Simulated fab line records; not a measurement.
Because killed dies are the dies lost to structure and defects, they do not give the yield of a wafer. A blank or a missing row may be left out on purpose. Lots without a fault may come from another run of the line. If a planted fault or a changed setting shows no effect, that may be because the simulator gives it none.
Which of the tools did it? -- flow n5Finfet -- 21 lots, 63 wafers sampled, at 6 steps of a route of 1938

== WHAT EACH GAUGE READ, for each wafer ==
N5_BEOL_M9_CD_MEAS_18: pitch 140 nm, target cd 70 nm. Usual: 69.9 nm for cdNm, sd 0.63.
lot,measured,on,cdNm (nm),flag
L074,day 9 13:41,cdSem-02,69.3 70.0 70.4,
L077,day 10 09:00,cdSem-02,70.3 71.8 70.5,
L078,day 10 14:34,cdSem-03,69.2 69.2 69.2,
L079,day 11 03:22,cdSem-01,69.7 69.1 69.4,
L080,day 11 06:14,cdSem-01,70.0 69.3 69.1,
L081,day 11 10:30,cdSem-01,70.1 69.5 70.1,
L082,day 11 15:00,cdSem-02,70.0 69.9 69.4,
L083,day 11 15:59,cdSem-01,70.1 70.0 69.6,
L084,day 12 15:20,cdSem-02,71.6 70.0 69.8,
L086,day 12 18:11,cdSem-01,69.5 68.8 69.5,
L087,day 13 14:28,cdSem-02,69.5 70.6 70.7,
L088,day 13 15:19,cdSem-02,69.8 70.1 70.0,
L089,day 13 15:27,cdSem-01,68.8 68.9 69.2,
L090,day 14 00:44,cdSem-02,69.4 71.1 71.4,
L091,day 14 00:43,cdSem-02,70.8 69.3 69.8,
L092,day 14 04:33,cdSem-02,68.9 68.5 69.1,
L093,day 14 16:38,cdSem-01,69.9 69.2 69.8,
L094,day 14 20:38,cdSem-02,69.8 68.7 69.4,
L096,day 14 23:42,cdSem-01,70.7 70.4 69.7,
L095,day 15 05:58,cdSem-01,70.1 69.4 70.8,
L097,day 15 16:25,cdSem-01,70.2 70.0 69.9,

== WHICH TOOL RAN EACH LOT (tool, then ch and the chambers of the sampled wafers, then the start) ==
lot,N5_BEOL_M8_ETCH_65,N5_BEOL_M8_CURE_75,N5_BEOL_M8_SPUTTER_48,N5_BEOL_M9_STRIP_67,N5_BEOL_M9_STRIP_19
L074,"rieDiel-06 ch 0,1, day 9 08:16","uvCure-03 ch 0, day 9 08:53","pvdSputter-03, day 9 10:16","rieDiel-04 ch 1,2, day 9 13:28","rieDiel-01 ch 0,1,2, day 9 13:37"
L077,"rieDiel-02 ch 1,2,3, day 10 01:15","uvCure-01 ch 0, day 10 01:50","pvdSputter-02, day 10 04:39","rieDiel-01 ch 1,3, day 10 08:47","rieDiel-01 ch 1,2,3, day 10 08:56"
L078,"rieDiel-03 ch 1,2,3, day 10 08:48","uvCure-03 ch 2, day 10 09:23","pvdSputter-01, day 10 10:46","rieDiel-01 ch 2,3, day 10 14:20","rieDiel-05 ch 0,1, day 10 14:29"
L079,"rieDiel-06 ch 2,3, day 10 21:18","uvCure-03 ch 0, day 10 22:05","pvdSputter-02, day 11 00:26","rieDiel-04 ch 0,3, day 11 03:08","rieDiel-04 ch 0,2,3, day 11 03:18"
L080,"rieDiel-02 ch 0,1,2, day 10 23:49","uvCure-02 ch 1, day 11 00:23","pvdSputter-01, day 11 02:02","rieDiel-05 ch 1,2, day 11 06:00","rieDiel-05 ch 0,2,3, day 11 06:09"
L081,"rieDiel-02 ch 0,1,2, day 11 02:58","uvCure-02 ch 2, day 11 03:38","pvdSputter-02, day 11 05:48","rieDiel-01 ch 0,1, day 11 10:16","rieDiel-01 ch 1,2,3, day 11 10:26"
L082,"rieDiel-02 ch 0,2,3, day 11 08:58","uvCure-02 ch 0, day 11 09:33","pvdSputter-01, day 11 11:44","rieDiel-01 ch 0,1,3, day 11 14:47","rieDiel-01 ch 0,2,3, day 11 14:56"
L083,"rieDiel-03 ch 0,3, day 11 09:17","uvCure-01 ch 1, day 11 10:02","pvdSputter-01, day 11 11:49","rieDiel-05 ch 0,1,2, day 11 15:45","rieDiel-04 ch 1,2,3, day 11 15:55"
L084,"rieDiel-03 ch 1,2, day 12 07:26","uvCure-03 ch 0, day 12 08:00","pvdSputter-03, day 12 12:15","rieDiel-01 ch 0,1,3, day 12 15:07","rieDiel-01 ch 0,3, day 12 15:16"
L086,"rieDiel-02 ch 1,2,3, day 12 11:59","uvCure-01 ch 0, day 12 12:43","pvdSputter-02, day 12 14:01","rieDiel-01 ch 1,3, day 12 17:53","rieDiel-05 ch 0,1, day 12 18:07"
L087,"rieDiel-06 ch 0,1,3, day 13 06:55","uvCure-02 ch 2, day 13 07:31","pvdSputter-01, day 13 08:53","rieDiel-04 ch 1,2,3, day 13 14:15","rieDiel-01 ch 0,1,3, day 13 14:24"
L088,"rieDiel-06 ch 1,3, day 13 09:09","uvCure-02 ch 0, day 13 09:43","pvdSputter-02, day 13 11:12","rieDiel-04 ch 2,3, day 13 15:03","rieDiel-05 ch 1,2,3, day 13 15:14"
L089,"rieDiel-02 ch 0,1, day 13 09:26","uvCure-03 ch 0, day 13 10:01","pvdSputter-01, day 13 11:13","rieDiel-05 ch 1,2, day 13 15:13","rieDiel-04 ch 1,3, day 13 15:23"
L090,"rieDiel-02 ch 0,1,2, day 13 17:19","uvCure-03 ch 0, day 13 17:53","pvdSputter-03, day 13 19:32","rieDiel-05 ch 0,1,2, day 14 00:22","rieDiel-01 ch 1,3, day 14 00:40"
L091,"rieDiel-06 ch 1,2,3, day 13 17:28","uvCure-02 ch 2, day 13 18:05","pvdSputter-03, day 13 19:23","rieDiel-01 ch 0,1,2, day 14 00:19","rieDiel-05 ch 1,2,3, day 14 00:38"
L092,"rieDiel-06 ch 1,2,3, day 13 22:38","uvCure-01 ch 2, day 13 23:26","pvdSputter-03, day 14 00:50","rieDiel-01 ch 0,3, day 14 04:20","rieDiel-05 ch 1,2,3, day 14 04:29"
L093,"rieDiel-02 ch 0,2,3, day 14 10:07","uvCure-03 ch 0, day 14 10:41","pvdSputter-01, day 14 12:05","rieDiel-05 ch 1,2, day 14 16:23","rieDiel-04 ch 1,2,3, day 14 16:34"
L094,"rieDiel-06 ch 0,1,2, day 14 12:20","uvCure-01 ch 1, day 14 13:01","pvdSputter-01, day 14 15:09","rieDiel-04 ch 0,1,3, day 14 20:16","rieDiel-04 ch 0,3, day 14 20:34"
L096,"rieDiel-06 ch 1,2,3, day 14 18:14","uvCure-02 ch 2, day 14 18:49","pvdSputter-03, day 14 20:13","rieDiel-05 ch 2,3, day 14 23:29","rieDiel-01 ch 0,1,2, day 14 23:38"
L095,"rieDiel-02 ch 2,3, day 15 00:17","uvCure-03 ch 0, day 15 00:58","pvdSputter-03, day 15 02:14","rieDiel-05 ch 0,3, day 15 05:44","rieDiel-05 ch 0,2, day 15 05:53"
L097,"rieDiel-03 ch 1,3, day 15 07:52","uvCure-02 ch 0, day 15 08:33","pvdSputter-03, day 15 10:17","rieDiel-04 ch 0,2, day 15 16:09","rieDiel-05 ch 2,3, day 15 16:21"
- N5_BEOL_M8_ETCH_65: etches SiARC in CF4, target depth 15.6 nm, time 26 s.
- N5_BEOL_M8_CURE_75: cures SiCOH lowk, time 120 s.
- N5_BEOL_M8_SPUTTER_48: material Cu, target thk 10 nm, time 1.667 s.
- N5_BEOL_M9_STRIP_67: strips in CF4.
- N5_BEOL_M9_STRIP_19: strips in O2.

== WHAT THE TOOLS THEMSELVES READ (means of the sampled wafers that have a number; where no wafer has one, the mark that the record gives instead) ==
N5_BEOL_M8_ETCH_65. Usual: value, then standard deviation, for each; chamberPressureMTorr 40.00 mTorr / 0.034; drypumpMotorCurrentA 5.5 A / 0.41; etchRfOnTimeS 25.8 s / 0.54; oesProductAu 0.69 a.u. / 0.07; rfVppV 184.2 V / 1.1; showerheadPlenumPTorr 2.15 Torr / 0.064; throttleValvePct 15.62 % / 0.22.
lot,tool,chamberPressureMTorr (mTorr),drypumpMotorCurrentA (A),etchRfOnTimeS (s),oesProductAu (a.u.),rfVppV (V),showerheadPlenumPTorr (Torr),throttleValvePct (%),flag
L074,rieDiel-06,40.00,5.6,26.1,0.60,184.1,2.14,15.70,
L077,rieDiel-02,40.04,5.7,25.6,0.69,183.8,2.13,15.63,
L078,rieDiel-03,40.03,6.0,25.5,0.64,184.0,2.17,15.79,
L079,rieDiel-06,40.01,5.1,26.4,0.75,184.1,2.15,15.54,
L080,rieDiel-02,40.04,5.7,25.4,0.70,183.4,2.10,15.60,
L081,rieDiel-02,40.03,5.7,25.4,0.71,184.0,2.10,15.61,
L082,rieDiel-02,39.97,5.3,25.5,0.72,183.5,2.11,15.56,
L083,rieDiel-03,40.00,5.7,25.1,0.80,185.4,2.24,15.36,
L084,rieDiel-03,40.00,6.0,25.2,0.76,183.9,2.15,15.74,
L086,rieDiel-02,40.00,5.7,26.2,0.66,184.2,2.13,15.67,
L087,rieDiel-06,39.99,5.4,26.4,0.63,184.5,2.13,15.79,
L088,rieDiel-06,40.02,5.0,26.4,0.67,183.9,2.12,15.83,
L089,rieDiel-02,39.99,5.5,25.4,0.71,183.4,2.10,15.60,
L090,rieDiel-02,40.01,5.7,25.3,0.69,183.9,2.09,15.66,
L091,rieDiel-06,40.02,5.2,26.3,0.68,184.7,2.18,15.66,
L092,rieDiel-06,40.01,5.2,26.2,0.67,185.3,2.18,15.67,
L093,rieDiel-02,39.98,5.3,25.8,0.69,182.8,2.10,15.61,
L094,rieDiel-06,39.98,5.5,26.2,0.71,184.3,2.19,15.47,
L096,rieDiel-06,40.03,5.2,26.4,0.67,184.6,2.18,15.68,
L095,rieDiel-02,40.00,5.3,26.0,0.66,184.2,2.13,15.66,
L097,rieDiel-03,39.97,6.2,25.0,0.74,184.3,2.12,15.72,

N5_BEOL_M8_CURE_75. Usual: lampPowerPct 52.31 %, standard deviation 0.054; wafer_temp_C_max 371.6, standard deviation 0.5.
lot,tool,lampPowerPct (%),wafer_temp_C_max,flag
L074,uvCure-03,52.28,371.7,
L077,uvCure-01,52.34,371.4,
L078,uvCure-03,52.27,372.4,
L079,uvCure-03,52.34,371.7,
L080,uvCure-02,52.28,371.7,
L081,uvCure-02,52.30,370.9,
L082,uvCure-02,52.33,371.8,
L083,uvCure-01,52.31,371.6,
L084,uvCure-03,52.29,371.9,
L086,uvCure-01,52.25,371.8,
L087,uvCure-02,52.37,370.9,
L088,uvCure-02,52.27,371.1,
L089,uvCure-03,52.29,371.8,
L090,uvCure-03,52.27,372.1,
L091,uvCure-02,52.33,371.1,
L092,uvCure-01,52.30,371.0,
L093,uvCure-03,52.33,372.1,
L094,uvCure-01,52.30,371.6,
L096,uvCure-02,52.36,371.2,
L095,uvCure-03,52.33,371.8,
L097,uvCure-02,52.31,371.4,

N5_BEOL_M8_SPUTTER_48. Usual: cathodeDcPowerW 26000 W, standard deviation 4.3; chuckSensorTempC -15.7 C, standard deviation 0.51; throttleValvePct 30.2 %, standard deviation 1.
lot,tool,cathodeDcPowerW (W),chuckSensorTempC (C),throttleValvePct (%),flag
L074,pvdSputter-03,25999,-16.0,30.0,
L077,pvdSputter-02,26003,-16.0,29.1,
L078,pvdSputter-01,26002,-15.3,31.4,
L079,pvdSputter-02,26002,-15.8,29.7,
L080,pvdSputter-01,26001,-15.4,30.5,
L081,pvdSputter-02,26000,-16.1,29.3,
L082,pvdSputter-01,26000,-15.8,32.3,
L083,pvdSputter-01,25998,-15.3,30.6,
L084,pvdSputter-03,26001,-15.3,30.0,
L086,pvdSputter-02,25999,-15.7,30.2,
L087,pvdSputter-01,25999,-15.4,30.6,
L088,pvdSputter-02,26002,-15.6,29.8,
L089,pvdSputter-01,26006,-15.6,31.4,
L090,pvdSputter-03,25999,-15.6,29.9,
L091,pvdSputter-03,25998,-15.6,30.1,
L092,pvdSputter-03,26001,-15.9,29.4,
L093,pvdSputter-01,25996,-15.8,32.3,
L094,pvdSputter-01,25996,-15.6,31.4,
L096,pvdSputter-03,26001,-15.7,29.4,
L095,pvdSputter-03,25998,-15.6,30.0,
L097,pvdSputter-03,26000,-15.8,30.1,

N5_BEOL_M9_STRIP_67. Usual: value, then standard deviation, for each; biasPowerW 75.02 W / 0.19; chamberPressureMTorr 50.00 mTorr / 0.044; drypumpMotorCurrentA 5.7 A / 0.38; oesProductAu 0.77 a.u. / 0.086; rfVppV 271.0 V / 1.7; showerheadPlenumPTorr 1.79 Torr / 0.065; throttleValvePct 13.59 % / 0.24.
lot,tool,biasPowerW (W),chamberPressureMTorr (mTorr),drypumpMotorCurrentA (A),oesProductAu (a.u.),rfVppV (V),showerheadPlenumPTorr (Torr),throttleValvePct (%),flag
L074,rieDiel-04,74.83,49.99,5.9,0.74,271.4,1.80,13.40,
L077,rieDiel-01,74.82,49.98,5.5,0.70,271.5,1.83,13.75,
L078,rieDiel-01,74.82,50.02,5.5,0.69,272.5,1.85,13.80,
L079,rieDiel-04,75.00,49.99,6.1,0.81,272.5,1.84,13.66,
L080,rieDiel-05,75.08,50.06,5.6,0.80,269.5,1.72,13.56,
L081,rieDiel-01,75.08,50.00,5.4,0.86,272.4,1.82,13.45,
L082,rieDiel-01,75.24,50.02,5.5,0.77,271.8,1.82,13.61,
L083,rieDiel-05,74.75,49.96,5.7,0.76,270.3,1.73,13.63,
L084,rieDiel-01,74.90,49.97,5.5,0.77,271.0,1.82,13.62,
L086,rieDiel-01,75.32,50.01,5.5,0.69,271.1,1.82,13.81,
L087,rieDiel-04,75.00,50.00,5.9,0.75,271.2,1.77,13.46,
L088,rieDiel-04,74.83,50.02,5.5,0.79,269.2,1.76,13.40,
L089,rieDiel-05,75.09,49.99,5.7,0.78,270.0,1.72,13.62,
L090,rieDiel-05,75.29,49.98,5.7,0.75,269.5,1.73,13.67,
L091,rieDiel-01,75.17,50.03,5.5,0.85,271.7,1.82,13.49,
L092,rieDiel-01,74.85,50.01,5.4,0.75,271.1,1.84,13.64,
L093,rieDiel-05,75.14,49.98,5.6,0.79,271.0,1.77,13.46,
L094,rieDiel-04,74.92,50.00,6.2,0.76,271.0,1.79,13.64,
L096,rieDiel-05,75.10,50.02,5.6,0.78,270.6,1.79,13.44,
L095,rieDiel-05,75.04,49.99,5.9,0.86,272.5,1.85,13.48,
L097,rieDiel-04,75.05,50.04,5.9,0.73,270.7,1.82,13.59,

N5_BEOL_M9_STRIP_19. Usual: chamberPressureMTorr 30.00 mTorr, standard deviation 0.033; drypumpMotorCurrentA 5.7 A, standard deviation 0.38; oesProductAu 0.76 a.u., standard deviation 0.089; rfVppV 3.6 V, standard deviation 0.65; showerheadPlenumPTorr 2.09 Torr, standard deviation 0.075; throttleValvePct 16.66 %, standard deviation 0.24.
lot,tool,chamberPressureMTorr (mTorr),drypumpMotorCurrentA (A),oesProductAu (a.u.),rfVppV (V),showerheadPlenumPTorr (Torr),throttleValvePct (%),flag
L074,rieDiel-01,30.02,5.5,0.79,3.9,2.13,16.65,
L077,rieDiel-01,30.01,5.5,0.69,3.3,2.13,16.82,
L078,rieDiel-05,30.03,5.9,0.72,3.7,1.97,16.91,
L079,rieDiel-04,30.03,5.9,0.80,3.2,2.10,16.51,
L080,rieDiel-05,30.02,5.7,0.75,4.0,2.04,16.61,
L081,rieDiel-01,30.01,5.5,0.68,3.7,2.13,16.83,
L082,rieDiel-01,30.03,5.4,0.77,3.2,2.15,16.62,
L083,rieDiel-04,30.03,5.8,0.76,3.9,2.07,16.48,
L084,rieDiel-01,30.00,5.4,0.77,3.4,2.15,16.63,
L086,rieDiel-05,30.01,5.9,0.71,3.3,1.97,16.94,
L087,rieDiel-01,30.01,5.4,0.74,3.7,2.12,16.69,
L088,rieDiel-05,30.01,5.6,0.77,3.6,2.02,16.67,
L089,rieDiel-04,30.02,6.1,0.73,3.7,2.07,16.63,
L090,rieDiel-01,30.00,5.5,0.68,3.5,2.13,16.86,
L091,rieDiel-05,29.99,5.6,0.77,3.8,2.02,16.65,
L092,rieDiel-05,30.03,5.6,0.76,3.8,2.02,16.67,
L093,rieDiel-04,30.01,5.8,0.74,3.3,2.06,16.51,
L094,rieDiel-04,30.00,6.2,0.79,3.7,2.13,16.75,
L096,rieDiel-01,30.01,5.5,0.84,3.8,2.12,16.60,
L095,rieDiel-05,29.97,5.7,0.85,3.3,2.16,16.39,
L097,rieDiel-05,30.01,5.5,0.73,3.2,2.03,16.58,

== THE ANSWER, worked out from the rows above alone ==
Rule: take the mean of a lot's wafers that have a number; if it is more than 3 standard deviations from the usual mean, the lot is off. Also off: a lot with no number at a reading for which 4 or more lots have one. Where the step has rows for the other lots, those lots are counted as sound. First the gauges in route order, then the tools' own readings, where a lot's mean is used as printed above. At the first step where some lot is off, the reading lying furthest off is the one used; lots without a number count as furthest.
Nothing can be told from this: no lot is off at any reading shown.

== WHAT THE SIMULATOR PUT IN ==
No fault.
